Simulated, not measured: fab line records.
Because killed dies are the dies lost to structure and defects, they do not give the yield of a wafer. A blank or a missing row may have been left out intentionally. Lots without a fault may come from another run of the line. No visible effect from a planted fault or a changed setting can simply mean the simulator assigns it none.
Split-lot study || flow n5Finfet || on a route of 1938 steps: 7 lots, 21 wafers read

## ON THE SPLIT
At N5_BEOL_M15_ILD_DEP_00 (deposits SiO2 from TEOS/O2, target thk 1629.3 nm, time 346.1 s), the setting timeS was moved away from the recipe's 346.1 s on 9 of the 21 wafers read, by -14.3% to +10.6%. This setting was run at the recipe's value on the other wafers.

No step appears in the file between the split and the reading.

## THE READING
M15_ILD_THK (nm), taken at N5_BEOL_M15_THK_MEAS_01. Typical for fault-free wafers on this fab line: 1623 nm, with standard deviation 23 nm.

{"wafer": "L077.2", "tool, chamber at the split": "pecvd-02, 0", "timeS as run, s": 382.9, "against the recipe": "+10.6%", "M15_ILD_THK, nm": 1816, "against lot-mates on the recipe": "+210"}
{"wafer": "L077.3", "tool, chamber at the split": "pecvd-02, 1", "timeS as run, s": 346.1, "against the recipe": "recipe", "M15_ILD_THK, nm": 1606, "against lot-mates on the recipe": "-"}
{"wafer": "L077.4", "tool, chamber at the split": "pecvd-02, 1", "timeS as run, s": 382.9, "against the recipe": "+10.6%", "M15_ILD_THK, nm": 1785, "against lot-mates on the recipe": "+179"}
{"wafer": "L084.1", "tool, chamber at the split": "pecvd-03, 1", "timeS as run, s": 311.5, "against the recipe": "-10.0%", "M15_ILD_THK, nm": 1475, "against lot-mates on the recipe": -186}
{"wafer": "L084.2", "tool, chamber at the split": "pecvd-03, 0", "timeS as run, s": 311.5, "against the recipe": "-10.0%", "M15_ILD_THK, nm": 1460, "against lot-mates on the recipe": -201}
{"wafer": "L084.4", "tool, chamber at the split": "pecvd-03, 2", "timeS as run, s": 346.1, "against the recipe": "recipe", "M15_ILD_THK, nm": 1661, "against lot-mates on the recipe": "-"}
{"wafer": "L080.2", "tool, chamber at the split": "pecvd-01, 1", "timeS as run, s": 378.3, "against the recipe": "+9.3%", "M15_ILD_THK, nm": 1747, "against lot-mates on the recipe": "+154"}
{"wafer": "L080.4", "tool, chamber at the split": "pecvd-01, 0", "timeS as run, s": 346.1, "against the recipe": "recipe", "M15_ILD_THK, nm": 1593, "against lot-mates on the recipe": "-"}
{"wafer": "L080.5", "tool, chamber at the split": "pecvd-01, 2", "timeS as run, s": 378.3, "against the recipe": "+9.3%", "M15_ILD_THK, nm": 1781, "against lot-mates on the recipe": "+188"}
{"wafer": "L087.2", "tool, chamber at the split": "pecvd-01, 1", "timeS as run, s": 346.1, "against the recipe": "recipe", "M15_ILD_THK, nm": 1620, "against lot-mates on the recipe": "-"}
{"wafer": "L087.3", "tool, chamber at the split": "pecvd-01, 0", "timeS as run, s": 296.5, "against the recipe": "-14.3%", "M15_ILD_THK, nm": 1383, "against lot-mates on the recipe": -244}
{"wafer": "L087.5", "tool, chamber at the split": "pecvd-01, 0", "timeS as run, s": 346.1, "against the recipe": "recipe", "M15_ILD_THK, nm": 1633, "against lot-mates on the recipe": "-"}
{"wafer": "L085.2", "tool, chamber at the split": "pecvd-01, 1", "timeS as run, s": 346.1, "against the recipe": "recipe", "M15_ILD_THK, nm": 1613, "against lot-mates on the recipe": "-"}
{"wafer": "L085.4", "tool, chamber at the split": "pecvd-01, 0", "timeS as run, s": 346.1, "against the recipe": "recipe", "M15_ILD_THK, nm": 1614, "against lot-mates on the recipe": "-"}
{"wafer": "L085.5", "tool, chamber at the split": "pecvd-01, 2", "timeS as run, s": 346.1, "against the recipe": "recipe", "M15_ILD_THK, nm": 1629, "against lot-mates on the recipe": "-"}
{"wafer": "L091.1", "tool, chamber at the split": "pecvd-01, 0", "timeS as run, s": 346.1, "against the recipe": "recipe", "M15_ILD_THK, nm": 1601, "against lot-mates on the recipe": "-"}
{"wafer": "L091.4", "tool, chamber at the split": "pecvd-01, 1", "timeS as run, s": 366.4, "against the recipe": "+5.9%", "M15_ILD_THK, nm": 1740, "against lot-mates on the recipe": "+139"}
{"wafer": "L091.6", "tool, chamber at the split": "pecvd-01, 0", "timeS as run, s": 366.4, "against the recipe": "+5.9%", "M15_ILD_THK, nm": 1717, "against lot-mates on the recipe": "+116"}
{"wafer": "L090.2", "tool, chamber at the split": "pecvd-01, 1", "timeS as run, s": 346.1, "against the recipe": "recipe", "M15_ILD_THK, nm": 1578, "against lot-mates on the recipe": "-"}
{"wafer": "L090.3", "tool, chamber at the split": "pecvd-01, 2", "timeS as run, s": 346.1, "against the recipe": "recipe", "M15_ILD_THK, nm": 1576, "against lot-mates on the recipe": "-"}
{"wafer": "L090.5", "tool, chamber at the split": "pecvd-01, 2", "timeS as run, s": 346.1, "against the recipe": "recipe", "M15_ILD_THK, nm": 1610, "against lot-mates on the recipe": "-"}

FIT RESULTS
A straight line over all 21 wafers: M15_ILD_THK changes by +16.4 nm for each +1% of timeS; r = +0.98; the points scatter about the line by 22 nm.
The same after taking each lot's own level away (the mean of its wafers on the recipe; 21 wafers): +18.5 nm for each +1%; r = +0.99; scatter 14 nm.
According to that fit, moving timeS by its largest amount changes the reading by 2.6e+02 nm.
The lots' own levels span 1588.0 to 1661.0 nm, that is 3.2 times the standard deviation above.
So the lot-to-lot level changes the slope: the two fits differ.
Check: -272 nm against its lot-mates is what the line predicts for one of the wafers moved furthest among these (-14.3%) when that wafer is left out of the fit. It came out at -244 nm against them.

## THESE WAFERS: OTHER SPLITS
These wafers also went through other splits before the reading. Each is held against what the fit with the lots' levels taken away leaves over:
{"other split on the same wafers": "N5_BEOL_M14_SPUTTER_43 powerW", "wafers away from the commonest value": 5, "r with M15_ILD_THK (lot level and that fit taken away)": -0.42}

## THE WHOLE CHAIN: every reading that the file lists as answering this split, in the file's order
{"step": "N5_BEOL_M15_ILD_DEP_00", "what it does": "deposits SiO2 from TEOS/O2, target thk 1629.3 nm, time 346.1 s", "reading": "SiO2_of_BEOL_M15_ILD_DEP_00.thkNm (the simulator's own value, which no gauge read)", "change (the file's fit)": "+18.2 nm for each +1% of the setting", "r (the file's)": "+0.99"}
{"step": "N5_BEOL_M15_THK_MEAS_01", "what it does": "", "reading": "M15_ILD_THK", "change (the file's fit)": "+18.2 for each +1% of the setting", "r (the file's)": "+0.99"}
{"step": "N5_BEOL_M15_VIA_ETCH_16", "what it does": "etches SiO2 in C4F8/O2/Ar, target depth 1792.2 nm", "reading": "etch.depthNm (the simulator's own value, which no gauge read)", "change (the file's fit)": "+18.2 nm for each +1% of the setting", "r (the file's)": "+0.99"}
{"step": "N5_BEOL_M15_VIA_ETCH_16", "what it does": "etches SiO2 in C4F8/O2/Ar, target depth 1792.2 nm", "reading": "coat_of_BEOL_M15_COAT_04.thkNm (the simulator's own value, which no gauge read)", "change (the file's fit)": "-4.07 nm for each +1% of the setting", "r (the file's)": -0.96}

## FILE'S OWN FIT
M15_ILD_THK changes by +18.2 nm for each +1% of timeS, r = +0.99.
